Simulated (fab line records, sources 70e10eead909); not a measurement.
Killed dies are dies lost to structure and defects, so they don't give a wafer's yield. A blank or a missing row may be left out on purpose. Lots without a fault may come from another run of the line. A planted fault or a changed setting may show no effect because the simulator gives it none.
fab line records | flow nand_harc
record lots=6 wafers=18 last_day=32
route steps=1302 shown P_BONDPAD@365 A_ZERO_WELL@390 END@1302
lots that met no fault: from a run of the same line without faults
start_h: hours from the record's first day to the start of the lot's first wafer shown | wait_h: hours since the lot's step before | " the same as in the row above | L1.1+2: a row that stands for several wafers | - no value, or no start given | * or withheld: withheld | < > ~ a bound
route shown NAME@n: a module of which the file shows steps, and the number in the route of the first | usual: mean/standard deviation of fault-free wafers | same: alike in all rows | chamber/n: place in a boat | sites: the reading at each site | _std_site: their standard deviation | _edge_site: outer sites' mean less inner sites' | radius_mm: how far each site lies from the wafer's centre | mask NAME#n: copy n | behind: the tool/chamber that last shaped the wafer | hold: why the lot was held/for how many hours/how that ended | device: the transistor (n, p or np) that didn't switch | end of line: the same wafers' tests at the end of the route | a step without rows: its recipe alone | killed: dies lost to structure and defects at the first sort, not the wafer's yield | map: a wafer's dies, x killed, . not, _ none there
set.NAME: the setting as run; set.NAME@STEP: as run at that earlier step | model.NAME: the simulator's own value behind a step, which no gauge read
lots at some steps of the route; a table a step, a row a wafer
services: from which hour (start_h, from the record's first day; less than 0 if before it) a tool's chamber was out of use, for how many hours, and why
## steps
# step NHARC_P_BONDPAD_OVL_MEAS_38
# usual overlay_x_nm=1/8 overlay_y_nm=-1/6.6
# columns lot.wafer tool chamber start_h wait_h overlay_x_nm overlay_y_nm
L964.1 overlay-02 - 148.09 - -10 -1
L964.4 " - " " -10 -2
L964.5 " - " " -11 -1
L967.1 overlay-01 - 195.56 - 4 -8
L967.4 " - " " 5 -8
L967.5 " - " " 5 -7
L970.2 overlay-01 - 217.61 - -2 -10
L970.4 " - " " -1 -10
L970.5 " - " " -2 -10
L971.2 overlay-02 - 220.48 - 3 -5
L971.4 " - " " 4 -4
L971.5 " - " " 4 -6
L978.4 overlay-02 - 282.62 - 0 -9
L978.5 " - " " 0 -9
L978.6 " - " " 0 -9
L984.4 overlay-01 - 355.37 - 13 -6
L984.5 " - " " 13 -5
L984.6 " - " " 13 -6
# step NHARC_P_BONDPAD_HARDBAKE_10
# recipe temp_c=118 time_s=65
# step NHARC_P_BONDPAD_DESCUM_11
# recipe time_s=3 o2_flow_sccm=200 ar_flow_sccm=0 bias_power_w=0 chemistry=O2
# step NHARC_P_BONDPAD_ETCH_37
# recipe target_depth_a=600 overetch_a=180 time_s=65.91 ion_energy_ev=200 n2_flow_sccm=150 h2_flow_sccm=150 ar_flow_sccm=0 rf_w=400 bias_w=150 chemistry=N2/H2
# usual bias_w=150.0/0.38 drypump_motor_current_A=5.5/0.46 oes_product_au=1.000/0.011 rf_vpp_V=430.6/2.6 showerhead_plenum_p_Torr=2.05/0.089 throttle_valve_pct=14.172/0.0092
# columns lot.wafer tool chamber start_h wait_h bias_w drypump_motor_current_A oes_product_au rf_hours_counter_h rf_vpp_V showerhead_plenum_p_Torr throttle_valve_pct
L964.4 rie_diel-02 3 148.30 0.1 149.2 5.9 0.991 4.8 432.6 2.09 14.186
L964.1 " 0 " " 149.4 5.3 1.020 4.6 431.3 2.08 14.180
L964.5 " 0 " " 150.0 5.3 1.003 - 431.2 2.08 14.167
L967.4 rie_diel-11 1 195.79 0.1 149.8 5.1 0.995 6.1 430.7 2.00 14.159
L967.1 " 2 " " 150.1 5.1 1.001 6.0 426.2 1.95 14.163
L967.5 " 3 " " 150.6 5.9 1.009 - 432.2 2.09 14.169
L970.2 rie_diel-06 1 217.84 0.1 150.0 5.3 0.978 1.4 432.1 2.13 14.179
L970.4 " 2 " " 150.6 5.8 0.996 - 435.5 2.21 14.186
L970.5 " 3 " " 149.9 4.7 0.992 - 428.8 1.97 14.174
L971.2 rie_diel-11 1 220.70 0.1 150.1 5.1 1.003 8.3 429.6 2.00 14.168
L971.4 " 3 " " 149.7 5.9 1.011 7.6 431.6 2.09 14.155
L971.5 " 0 " " 149.7 5.1 1.004 - 427.4 1.90 14.174
L978.4 rie_diel-06 2 282.83 0.1 149.3 5.8 0.994 4.3 434.9 2.21 14.167
L978.6 " 2 " " 149.7 5.8 0.999 - 435.6 2.21 14.184
L978.5 " 3 " " 150.8 4.8 0.990 - 427.6 1.97 14.178
L984.4 rie_diel-06 1 355.58 0.1 149.3 5.3 0.998 1.3 431.9 2.13 14.157
L984.5 " 0 " " 150.1 5.8 1.004 - 429.8 1.97 14.170
L984.6 " 1 " " 149.8 5.3 0.979 - 431.9 2.13 14.169
# step NHARC_P_BONDPAD_ETCH_12
# recipe target_depth_a=2000 time_s=100 chf3_flow_sccm=50 o2_flow_sccm=10 ar_flow_sccm=200 rf_w=500 bias_w=200 chemistry=CHF3/O2
# step NHARC_P_BONDPAD_CD_MEAS_13
# usual cd_nm=499.4/2
# columns lot.wafer tool chamber start_h wait_h cd_nm
L964.1 cd_sem-03 - 148.53 - 499.8
L964.4 " - " " 502.4
L964.5 " - " " 500.3
L967.1 cd_sem-03 - 196.00 - 500.5
L967.4 " - " " 500.7
L967.5 " - " " 496.5
L970.2 cd_sem-01 - 218.09 - 499.1
L970.4 " - " " 496.5
L970.5 " - " " 496.8
L971.2 cd_sem-02 - 220.93 - 495.8
L971.4 " - " " 497.4
L971.5 " - " " 499.0
L978.4 cd_sem-02 - 283.06 - 500.2
L978.5 " - " " 498.4
L978.6 " - " " 498.3
L984.4 cd_sem-02 - 355.81 - 497.6
L984.5 " - " " 498.1
L984.6 " - " " 499.3
# step NHARC_P_BONDPAD_STRIP_15
# recipe o2_flow_sccm=500 ar_flow_sccm=0 bias_w=0 chemistry=O2
# step NHARC_P_BONDPAD_ETCH_24
# recipe target_depth_a=300 over_etch_frac=0.3 time_s=72.99 ion_energy_ev=150 cf4_flow_sccm=50 n2_flow_sccm=100 ar_flow_sccm=150 rf_w=300 bias_w=100 chemistry=CF4/N2
# step NHARC_P_BONDPAD_STRIP_16
# recipe time_s=600 temp_c=30 chemistry=post_etch_residue_remover
# step NHARC_P_BONDPAD_DEGAS_25
# recipe temp_c=300 time_s=60
# usual heater_power_w=453/31
# columns lot.wafer tool chamber start_h wait_h heater_power_w
L964.4 pvd_sputter-02 - 149.15 - 408
L964.1 " - " " 406
L964.5 " - " " 400
L967.1 pvd_sputter-03 - 196.63 - 420
L967.4 " - " " 521
L967.5 " - " " 495
L970.2 pvd_sputter-01 - 218.74 - 477
L970.4 " - " " 466
L970.5 " - " " 475
L971.2 pvd_sputter-01 - 221.55 - 501
L971.4 " - " " 446
L971.5 " - " " 487
L978.4 pvd_sputter-03 - 283.68 - 429
L978.6 " - " " 418
L978.5 " - " " 478
L984.4 pvd_sputter-01 - 356.44 - 461
L984.6 " - " " 450
L984.5 " - " " 436
# step NHARC_P_BONDPAD_PRE_CLEAN_26
# recipe time_s=30 temp_c=280 gas=H2/He
# usual heater_power_w=397/29
# columns lot.wafer tool chamber start_h wait_h heater_power_w
L964.1 pvd_sputter-02 - - - 382
L964.4 " - " " 360
L964.5 " - " " 372
L967.1 pvd_sputter-03 - - - 352
L967.4 " - " " 378
L967.5 " - " " 458
L970.2 pvd_sputter-01 - - - 399
L970.4 " - " " 383
L970.5 " - " " 381
L971.4 pvd_sputter-01 - - - 428
L971.2 " - " " 391
L971.5 " - " " 431
L978.4 pvd_sputter-03 - - - 457
L978.5 " - " " 481
L978.6 " - " " 371
L984.4 pvd_sputter-01 - - - 387
L984.6 " - " " 402
L984.5 " - " " 429
# step NHARC_P_BONDPAD_PVD_17
# recipe target_thk_a=50 bias_v=168.6 power_w=15000 chamber_pressure_pa=0.12 time_s=8.06 substrate_temp_c=50 material=TaN
# step NHARC_P_BONDPAD_PVD_27
# recipe target_thk_a=300 chamber_pressure_pa=5 power_w=5000 substrate_temp_c=30 time_s=20.49 material=Cu
# usual throttle_valve_pct=29.8/0.82
# columns lot.wafer tool chamber start_h wait_h throttle_valve_pct
L964.4 pvd_sputter-02 - 149.38 - 29.4
L964.1 " - " " 31.5
L964.5 " - " " 29.5
L967.4 pvd_sputter-03 - 196.87 - 30.3
L967.1 " - " " 29.7
L967.5 " - " " 30.7
L970.4 pvd_sputter-01 - 218.97 - 28.5
L970.2 " - " " 30.5
L970.5 " - " " 29.4
L971.4 pvd_sputter-01 - 221.79 - 30.5
L971.2 " - " " 28.2
L971.5 " - " " 30.3
L978.4 pvd_sputter-03 - 283.92 - 30.3
L978.6 " - " " 28.3
L978.5 " - " " 30.6
L984.4 pvd_sputter-01 - 356.69 - 30.2
L984.5 " - " " 30.3
L984.6 " - " " 28.9
# step NHARC_P_BONDPAD_ECD_18
# recipe target_thk_a=4000 bath_temp_c=25 material=Cu
# step NHARC_P_BONDPAD_ANNEAL_28
# recipe temp_c=225 time_s=90
# usual wafer_temp_C_max=225.87/0.22
# columns lot.wafer tool chamber start_h wait_h wafer_temp_C_max
L964.1 rtp_anneal-02 0 149.89 0.3 225.95
L964.4 " 0 " " 225.74
L964.5 " 0 " " 225.71
L967.1 rtp_anneal-01 0 197.43 0.4 226.09
L967.4 " 0 " " 226.21
L967.5 " 0 " " 226.28
L970.2 rtp_anneal-02 0 219.53 0.3 226.25
L970.4 " 0 " " 225.77
L970.5 " 0 " " 226.01
L971.2 rtp_anneal-01 0 222.34 - 225.90
L971.4 " 0 " " 225.82
L971.5 " 0 " " 225.81
L978.4 rtp_anneal-02 0 284.57 - 226.09
L978.5 " 0 " " 226.10
L978.6 " 0 " " 226.02
L984.4 rtp_anneal-01 0 357.44 0.5 226.29
L984.5 " 0 " " 226.29
L984.6 " 0 " " 225.92
# step NHARC_P_BONDPAD_CMP_19
# recipe t_overpolish_s=30 cu_recess_touch_s=16 target_thk_nm=160.81
# step NHARC_P_BONDPAD_SRD_21
# recipe time_s=30 temp_c=23 dry_time_s=20 spin_rpm=1500
# step NHARC_P_BONDPAD_ACTIVATE_29
# recipe time_s=60 n2_flow_sccm=200 ar_flow_sccm=0 bias_power_w=0 chemistry=N2
# step NHARC_P_BONDPAD_PRECLEAN_30
# recipe time_s=300 temp_c=23 chemistry=DIW
# step NHARC_P_BONDPAD_SRD_31
# recipe time_s=30 temp_c=23 dry_time_s=20 spin_rpm=1500
# step NHARC_A_ZERO_WELL_PRECLEAN_00
# recipe time_s=600 temp_c=120 chemistry=SPM
# step NHARC_A_ZERO_WELL_SRD_01
# step NHARC_A_ZERO_WELL_DEHYDRATE_02
# recipe temp_c=150 time_s=120
# step NHARC_A_ZERO_WELL_HMDS_03
# recipe time_s=30
# step NHARC_A_ZERO_WELL_COAT_18
# recipe temp_c=200 time_s=65
# step NHARC_A_ZERO_WELL_COAT_04
# recipe spin_rpm=2000 resist_thk_nm=600
# step NHARC_A_ZERO_WELL_SOFTBAKE_05
# recipe temp_c=125 time_s=70
# step NHARC_A_ZERO_WELL_EBR_06
# step NHARC_A_ZERO_WELL_EXPOSE_07
# recipe na=0.55 dose_mj=33.85 mask_id=A_ZERO
# step NHARC_A_ZERO_WELL_PEB_08
# recipe peb_temp_c=128 peb_time_s=80
# step NHARC_A_ZERO_WELL_DEVELOP_09
# recipe time_s=50 dev_temp_c=22
# step NHARC_A_ZERO_WELL_CD_MEAS_10
# recipe target_cd_nm=2000 landing_energy_ev=500
# usual cd_nm=2000.1/2
# columns lot.wafer tool chamber start_h wait_h cd_nm
L964.1 cd_sem-03 0 151.96 - 1996.4
L964.4 " 0 " " 2001.3
L964.5 " 0 " " 2000.9
L967.1 cd_sem-03 0 199.61 - 1999.9
L967.4 " 0 " " 2000.0
L967.5 " 0 " " 1996.9
L970.2 cd_sem-01 0 221.54 - 2000.4
L970.4 " 0 " " 2001.7
L970.5 " 0 " " 1999.5
L971.2 cd_sem-01 0 224.46 - 2000.4
L971.4 " 0 " " 2001.5
L971.5 " 0 " " 2002.5
L978.4 cd_sem-03 0 286.50 - 2000.2
L978.5 " 0 " " 1998.1
L978.6 " 0 " " 1999.7
L984.4 cd_sem-02 0 359.40 - 1999.3
L984.5 " 0 " " 2001.4
L984.6 " 0 " " 2003.1
# step NHARC_A_ZERO_WELL_HARDBAKE_11
# recipe temp_c=118 time_s=65
# step NHARC_A_ZERO_WELL_DESCUM_12
# recipe time_s=3 o2_flow_sccm=200 ar_flow_sccm=0 bias_power_w=0 chemistry=O2
# step NHARC_A_ZERO_WELL_ETCH_19
# recipe target_depth_a=800 overetch_a=240 time_s=87.88 ion_energy_ev=200 n2_flow_sccm=150 h2_flow_sccm=150 ar_flow_sccm=0 rf_w=400 bias_w=150 chemistry=N2/H2
# step NHARC_A_ZERO_WELL_ETCH_13
# recipe target_depth_a=1200 time_s=40.1 hbr_flow_sccm=150 cl2_flow_sccm=50 rf_w=400 icp_w=400 bias_w=100 chemistry=HBr/Cl2
# usual bias_w=100.0/0.31 drypump_motor_current_A=5.7/0.44 oes_product_au=0.998/0.0095 throttle_valve_pct=26.404/0.0097
# columns lot.wafer tool chamber start_h wait_h bias_w drypump_motor_current_A oes_product_au rf_hours_counter_h throttle_valve_pct
L964.1 rie_si-05 0 152.33 - 99.6 6.2 1.001 0.1 26.398
L964.4 " 1 " " 100.0 5.9 0.988 0.2 26.401
L964.5 " 0 " " 99.6 6.2 1.007 - 26.415
L967.1 rie_si-04 1 199.97 - 100.3 5.6 0.987 0.2 26.406
L967.4 " 3 " " 100.0 5.1 0.997 0.2 26.413
L967.5 " 2 " " 99.7 6.0 0.982 - 26.399
L970.2 rie_si-01 2 221.94 - 99.8 6.0 0.991 0.1 26.384
L970.5 " 3 " " 99.9 4.7 0.994 - 26.402
L970.4 " 1 " " 99.9 6.0 0.997 - 26.395
L971.2 rie_si-05 0 224.85 - 100.3 6.1 1.001 0.6 26.391
L971.4 " 1 " " 100.1 5.9 0.988 0.6 26.387
L971.5 " 2 " " 100.1 6.3 1.005 - 26.409
L978.4 rie_si-05 1 286.88 - 100.0 5.9 1.005 1.0 26.392
L978.5 " 3 " " 100.1 5.8 1.000 - 26.400
L978.6 " 0 " " 100.3 6.1 0.997 - 26.409
L984.4 rie_si-04 3 359.79 - 100.0 5.1 1.003 0.0 26.388
L984.6 " 0 " " 100.3 5.2 1.008 - 26.426
L984.5 " 1 " " 99.9 5.6 0.998 - 26.408
# step NHARC_A_ZERO_WELL_STRIP_14
# recipe time_s=900 temp_c=130 chemistry=SPM
# step NHARC_END_SORT_01
# recipe temp_c=25
# usual defect_limited_yield=92.0/2.6 killed_at_array=49/18 killed_at_other=0.8/1 killed_at_periphery=4.2/2.8 killed_dies=54/18 killed_open=3.0/1.7 killed_short=2.5/1.6 sort_bin_2_pct=2.8/1.2 sort_bin_3_pct=0.6/0.37 sort_bin_4_pct=4.6/1.5 sort_n_pass=623/18 sort_rim_yield_pct=92/4.2 sort_yield_pct=92.0/2.6
# same gross_dies=677 sort_bin_5_pct[%]=0 sort_bin_6_pct[%]=0 sort_bin_7_pct[%]=0 sort_bin_8_pct[%]=0 sort_rim_n_gross=106.00
# columns lot.wafer tool chamber start_h wait_h defect_limited_yield[%] killed_at_array killed_at_other killed_at_periphery killed_dies killed_open killed_short sort_bin_2_pct[%] sort_bin_3_pct[%] sort_bin_4_pct[%] sort_n_pass sort_rim_yield_pct[%] sort_yield_pct[%]
L967.1 prober-02 0 632.32 2.5 94.8 32 2 1 35 1 5 2.8 0.4 1.9 642 91 94.8
L967.4 prober-02 0 634.74 3.4 90.0 61 0 7 68 2 4 3.4 0.9 5.8 609 88 90.0
L967.5 prober-02 0 635.54 3.7 95.3 27 1 4 32 3 1 1.5 0.7 2.5 645 92 95.3
L971.2 prober-02 0 648.37 2.8 82.9 55 1 60 116 3 3 7.4 3.1 6.6 561 71 82.9
L970.2 prober-01 0 648.43 2.8 95.6 26 1 3 30 2 2 1.5 0.6 2.4 647 91 95.6
L970.4 prober-01 0 650.03 3.4 83.2 43 2 69 114 7 1 7.2 3.1 6.5 563 77 83.2
L970.5 prober-01 0 650.83 3.7 93.4 42 3 0 45 4 4 2.1 0.3 4.3 632 92 93.4
# killed by level:class
L967.1 A_CHANNEL_HOLE_D1:chamber_film_flake=12 A_CHANNEL_HOLE_D2:chamber_film_flake=10 A_CHANNEL_FILL_D1:chamber_film_flake=4 A_ONON_D1:geometric_particle:short=2 A_ONON_D2:geometric_particle:short=2 A_WL_FILL:geometric_particle:short=1 STARTING-WAFER:geometric_particle:open=1 P_ZERO_WELL:chamber_film_flake=1
L967.4 A_CHANNEL_HOLE_D1:chamber_film_flake=37 A_CHANNEL_HOLE_D2:chamber_film_flake=18 P_ZERO_WELL:chamber_film_flake=3 P_M0:chamber_film_flake=2 A_CONTACT:chamber_film_flake=2 P_M0:geometric_particle:open=1 P_M1:geometric_particle:open=1 A_ONON_D1:geometric_particle:short=1
L967.5 A_CHANNEL_HOLE_D2:chamber_film_flake=12 A_CHANNEL_HOLE_D1:chamber_film_flake=9 A_SLIT:chamber_film_flake=3 P_CONTACT:geometric_particle:open=2 A_CHANNEL_FILL_D1:chamber_film_flake=2 P_GATE:geometric_particle:open=1 A_DECK1_JOINT:geometric_particle:short=1 P_M0:chamber_film_flake=1
L971.2 P_BONDPAD:unspecified=57 A_SLIT:chamber_film_flake=18 A_CHANNEL_HOLE_D1:chamber_film_flake=11 A_CHANNEL_HOLE_D2:chamber_film_flake=11 A_CONTACT:chamber_film_flake=5 A_CHANNEL_FILL_D1:chamber_film_flake=3 P_GATE:geometric_particle:short=1 A_ONON_D1:geometric_particle:short=1
L970.2 A_SLIT:chamber_film_flake=13 A_DECK1_JOINT:chamber_film_flake=2 A_CHANNEL_HOLE_D2:chamber_film_flake=2 A_WL_FILL:chamber_film_flake=2 P_STI:geometric_particle:short=1 P_M0:geometric_particle:open=1 A_DECK1_JOINT:geometric_particle:open=1 A_CHANNEL_FILL_D2:geometric_particle:short=1
L970.4 P_BONDPAD:unspecified=65 A_SLIT:chamber_film_flake=14 A_CHANNEL_HOLE_D2:chamber_film_flake=12 A_CHANNEL_HOLE_D1:chamber_film_flake=3 A_WL_FILL:chamber_film_flake=3 A_ONON_D2:geometric_particle:open=2 A_STAIRCASE:chamber_film_flake=2 P_CONTACT:geometric_particle:open=1
L970.5 A_CHANNEL_HOLE_D2:chamber_film_flake=13 A_SLIT:chamber_film_flake=12 A_CHANNEL_HOLE_D2:geometric_particle:short=2 A_CHANNEL_FILL_D2:geometric_particle:short=2 A_CHANNEL_HOLE_D1:chamber_film_flake=2 A_DECK1_JOINT:chamber_film_flake=2 A_WL_FILL:chamber_film_flake=2 THIN_TSV:chamber_film_flake=2
# map L970.4 (x killed, . not)
____________.____________
_________......._________
_______..........._______
______.........x...______
_____..............._____
____.............x...____
____..........x......____
___...................___
___...................___
__..........x..........__
__.x.xx...........x....__
_......................x_
_......................._
_.........xx..........xx_
_................x..xx.x_
_.....................xx_
..............xx.x...xxxx
..x...........x.......xxx
...............xx.......x
..............x.x.x.....x
........................x
_......................._
_................xx....._
_....x..............x..._
_..x...............x...x_
_......................._
__....x.xx......x......__
__.x.xxxxxx............__
___..xxxxxxx..........___
___...xxxxxx..........___
____x.xxxxxxx........____
____xxxxxxxxxx.......____
_____xxxxxxxx......._____
______xxxxxxxx.....______
_______xxxxxx....._______
_________xxx.x.._________
____________.____________
# map L971.2 (x killed, . not)
____________.____________
_________......._________
_______..........._______
______.............______
_____..............._____
____.................____
____.................____
___x............x.....___
___...................___
__.....................__
__..x................x.__
_......................x_
_.x....................x_
_.....................xx_
_................x....xx_
_.x..........xx.......xx_
......x...............xxx
......................xxx
..............x........xx
.............x.x.........
...................x....x
_..........x............_
_...........x....x......_
_...........x..........._
_......x................_
_............x.........._
__..................x..__
__...xxxxx.............__
___...xxxxx...........___
___..xxxxxxx..x.......___
____.xxxxxxxxx.......____
____.xxxxxxx.x..x....____
_____xxxxxxxx.xx...._____
______xxxxxxxxxxxxx______
_______xxxxxxxxxxx_______
_________xxxxxxx_________
____________x____________
## services
# columns tool chamber start_h hours kind
rie_diel-11 3 124.62 6.5 repair
rie_si-05 - 128.00 9.0 pm
rie_diel-06 - 130.20 9.0 pm
rie_diel-06 1 142.34 6.4 repair
pvd_sputter-01 - 157.41 1.7 repair
rie_si-04 - 165.00 9.0 pm
pvd_sputter-03 - 173.99 10.0 pm
pvd_sputter-02 - 175.04 1.8 repair
rie_si-05 2 178.50 3.3 repair
rie_si-05 0 185.12 1.2 repair
rie_diel-02 1 185.47 4.4 repair
rie_diel-06 0 216.88 1.4 repair
pvd_sputter-01 - 229.43 10.0 pm
rie_diel-06 0 243.91 8.6 repair
rie_diel-11 - 255.50 9.0 pm
pvd_sputter-02 - 282.05 10.0 pm
rie_si-05 0 304.98 49.1 repair
rie_si-05 - 305.00 9.0 pm
rie_diel-06 - 307.20 9.0 pm
rie_diel-06 3 327.69 9.7 repair
pvd_sputter-02 - 333.77 1.0 repair
rie_si-05 1 337.45 0.9 repair
rie_si-04 - 342.00 9.0 pm
pvd_sputter-02 - 356.87 59.6 repair
## key
first_sign step=NHARC_END_SORT_01 reading=killed_at_periphery direction=up sigmas=21 usual=4.2 struck=64.5
effect step=NHARC_END_SORT_01 reading=killed_dies direction=up sigmas=3.4 usual=54 struck=115
more_kills_born_at NHARC_P_BONDPAD_PVD_27@pvd_sputter-01=122
met_at NHARC_P_BONDPAD_PVD_27
struck_wafers L970.4,L971.2
fault kind=chamber_particle_source tool=pvd_sputter-01 chamber=- onset_h=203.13 steps=NHARC_P_BONDPAD_PVD_27 rate_per_visit_cm2=0.74277 end_h=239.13 scope=struck_wafers_only
